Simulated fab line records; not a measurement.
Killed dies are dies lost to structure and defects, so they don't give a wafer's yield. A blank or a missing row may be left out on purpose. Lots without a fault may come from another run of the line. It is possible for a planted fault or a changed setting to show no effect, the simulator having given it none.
Lot-split experiment || flow n5Finfet || 7 lots, 21 wafers read, on a route of 1938 steps

== ON THE SPLIT ==
At N5_BEOL_M0_SAQP_COAT_08 (resist thk 90 nm), the setting spinRpm was moved away from the recipe's 1500 rpm on 8 of the 21 wafers read, by -10.8% to +10.8%. For the rest of the wafers, this setting stayed at what the recipe calls for.

The split's own step is where the reading is taken.

== THE READING ==
CAR-ArF_of_BEOL_M0_SAQP_COAT_08.thkNm (the simulator's own value, which no gauge read), in nm, at N5_BEOL_M0_SAQP_COAT_08 (resist thk 90 nm). There is no usual value for it anywhere in the file. Average 90.0 nm, standard deviation 0.22 nm, over the 13 wafers here run with the recipe.

{"wafer": "L080.1", "tool, chamber at the split": "lithoTrack-05, 0", "spinRpm as run, rpm": 1500, "against the recipe": "recipe", "CAR-ArF_of_BEOL_M0_SAQP_COAT_08.thkNm, nm": 89.8, "against lot-mates on the recipe": "-"}
{"wafer": "L080.2", "tool, chamber at the split": "lithoTrack-05, 0", "spinRpm as run, rpm": 1623, "against the recipe": "+8.2%", "CAR-ArF_of_BEOL_M0_SAQP_COAT_08.thkNm, nm": 86.4, "against lot-mates on the recipe": -3.4}
{"wafer": "L080.3", "tool, chamber at the split": "lithoTrack-05, 0", "spinRpm as run, rpm": 1623, "against the recipe": "+8.2%", "CAR-ArF_of_BEOL_M0_SAQP_COAT_08.thkNm, nm": 86.6, "against lot-mates on the recipe": -3.2}
{"wafer": "L081.2", "tool, chamber at the split": "lithoTrack-05, 0", "spinRpm as run, rpm": 1438, "against the recipe": "-4.1%", "CAR-ArF_of_BEOL_M0_SAQP_COAT_08.thkNm, nm": 91.8, "against lot-mates on the recipe": "+1.9"}
{"wafer": "L081.5", "tool, chamber at the split": "lithoTrack-05, 0", "spinRpm as run, rpm": 1500, "against the recipe": "recipe", "CAR-ArF_of_BEOL_M0_SAQP_COAT_08.thkNm, nm": 90, "against lot-mates on the recipe": "-"}
{"wafer": "L081.6", "tool, chamber at the split": "lithoTrack-05, 0", "spinRpm as run, rpm": 1500, "against the recipe": "recipe", "CAR-ArF_of_BEOL_M0_SAQP_COAT_08.thkNm, nm": 89.8, "against lot-mates on the recipe": "-"}
{"wafer": "L083.4", "tool, chamber at the split": "lithoTrack-04, 0", "spinRpm as run, rpm": 1500, "against the recipe": "recipe", "CAR-ArF_of_BEOL_M0_SAQP_COAT_08.thkNm, nm": 90.2, "against lot-mates on the recipe": "-"}
{"wafer": "L083.5", "tool, chamber at the split": "lithoTrack-04, 0", "spinRpm as run, rpm": 1500, "against the recipe": "recipe", "CAR-ArF_of_BEOL_M0_SAQP_COAT_08.thkNm, nm": 90, "against lot-mates on the recipe": "-"}
{"wafer": "L083.6", "tool, chamber at the split": "lithoTrack-04, 0", "spinRpm as run, rpm": 1561, "against the recipe": "+4.1%", "CAR-ArF_of_BEOL_M0_SAQP_COAT_08.thkNm, nm": 88.2, "against lot-mates on the recipe": -1.9}
{"wafer": "L084.1", "tool, chamber at the split": "lithoTrack-03, 0", "spinRpm as run, rpm": 1500, "against the recipe": "recipe", "CAR-ArF_of_BEOL_M0_SAQP_COAT_08.thkNm, nm": 90, "against lot-mates on the recipe": "-"}
{"wafer": "L084.4", "tool, chamber at the split": "lithoTrack-03, 0", "spinRpm as run, rpm": 1338, "against the recipe": "-10.8%", "CAR-ArF_of_BEOL_M0_SAQP_COAT_08.thkNm, nm": 95.2, "against lot-mates on the recipe": "+5.2"}
{"wafer": "L084.6", "tool, chamber at the split": "lithoTrack-03, 0", "spinRpm as run, rpm": 1338, "against the recipe": "-10.8%", "CAR-ArF_of_BEOL_M0_SAQP_COAT_08.thkNm, nm": 95.2, "against lot-mates on the recipe": "+5.2"}
{"wafer": "L086.1", "tool, chamber at the split": "lithoTrack-05, 0", "spinRpm as run, rpm": 1662, "against the recipe": "+10.8%", "CAR-ArF_of_BEOL_M0_SAQP_COAT_08.thkNm, nm": 85.6, "against lot-mates on the recipe": -4.2}
{"wafer": "L086.3", "tool, chamber at the split": "lithoTrack-05, 0", "spinRpm as run, rpm": 1500, "against the recipe": "recipe", "CAR-ArF_of_BEOL_M0_SAQP_COAT_08.thkNm, nm": 89.8, "against lot-mates on the recipe": "-"}
{"wafer": "L086.5", "tool, chamber at the split": "lithoTrack-05, 0", "spinRpm as run, rpm": 1500, "against the recipe": "recipe", "CAR-ArF_of_BEOL_M0_SAQP_COAT_08.thkNm, nm": 89.8, "against lot-mates on the recipe": "-"}
{"wafer": "L093.2", "tool, chamber at the split": "lithoTrack-04, 0", "spinRpm as run, rpm": 1398, "against the recipe": "-6.8%", "CAR-ArF_of_BEOL_M0_SAQP_COAT_08.thkNm, nm": 93, "against lot-mates on the recipe": "+3.0"}
{"wafer": "L093.3", "tool, chamber at the split": "lithoTrack-04, 0", "spinRpm as run, rpm": 1500, "against the recipe": "recipe", "CAR-ArF_of_BEOL_M0_SAQP_COAT_08.thkNm, nm": 90, "against lot-mates on the recipe": "-"}
{"wafer": "L093.5", "tool, chamber at the split": "lithoTrack-04, 0", "spinRpm as run, rpm": 1500, "against the recipe": "recipe", "CAR-ArF_of_BEOL_M0_SAQP_COAT_08.thkNm, nm": 90, "against lot-mates on the recipe": "-"}
{"wafer": "L095.3", "tool, chamber at the split": "lithoTrack-05, 0", "spinRpm as run, rpm": 1500, "against the recipe": "recipe", "CAR-ArF_of_BEOL_M0_SAQP_COAT_08.thkNm, nm": 90.4, "against lot-mates on the recipe": "-"}
{"wafer": "L095.4", "tool, chamber at the split": "lithoTrack-05, 0", "spinRpm as run, rpm": 1500, "against the recipe": "recipe", "CAR-ArF_of_BEOL_M0_SAQP_COAT_08.thkNm, nm": 90.4, "against lot-mates on the recipe": "-"}
{"wafer": "L095.6", "tool, chamber at the split": "lithoTrack-05, 0", "spinRpm as run, rpm": 1500, "against the recipe": "recipe", "CAR-ArF_of_BEOL_M0_SAQP_COAT_08.thkNm, nm": 90.4, "against lot-mates on the recipe": "-"}

THE FIT
A straight line over all 21 wafers: CAR-ArF_of_BEOL_M0_SAQP_COAT_08.thkNm changes by -0.447 nm for each +1% of spinRpm; r = -1.00; the points scatter about the line by 0.23 nm.
The same after taking each lot's own level away (the mean of its wafers on the recipe; 21 wafers): -0.439 nm for each +1%; r = -1.00; scatter 0.2 nm.
On that fit, the largest move of spinRpm shifts the reading by 4.7 nm.
The lots' own levels span 89.80 to 90.40 nm, that is 2.7 times the standard deviation above.
The two slopes are in agreement: the lot-to-lot level therefore moves the slope only a little.
Check: -4.8 nm against its lot-mates is what the line predicts for one of the wafers moved furthest among these (+10.8%) when that wafer is left out of the fit. Against them it came out at -4.2 nm.

== THESE WAFERS: OTHER SPLITS ==
Other splits were also applied to these wafers ahead of the reading. Each is held against what the fit with the lots' levels taken away leaves over:
{"other split on the same wafers": "N5_MOL_CONTACT_COAG_ETCH_106 sourceW", "wafers away from the commonest value": 9, "r with CAR-ArF_of_BEOL_M0_SAQP_COAT_08.thkNm (lot level and that fit taken away)": "+0.31"}

== FILE'S OWN FIT ==
CAR-ArF_of_BEOL_M0_SAQP_COAT_08.thkNm changes by -0.433 nm for each +1% of spinRpm, r = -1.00.
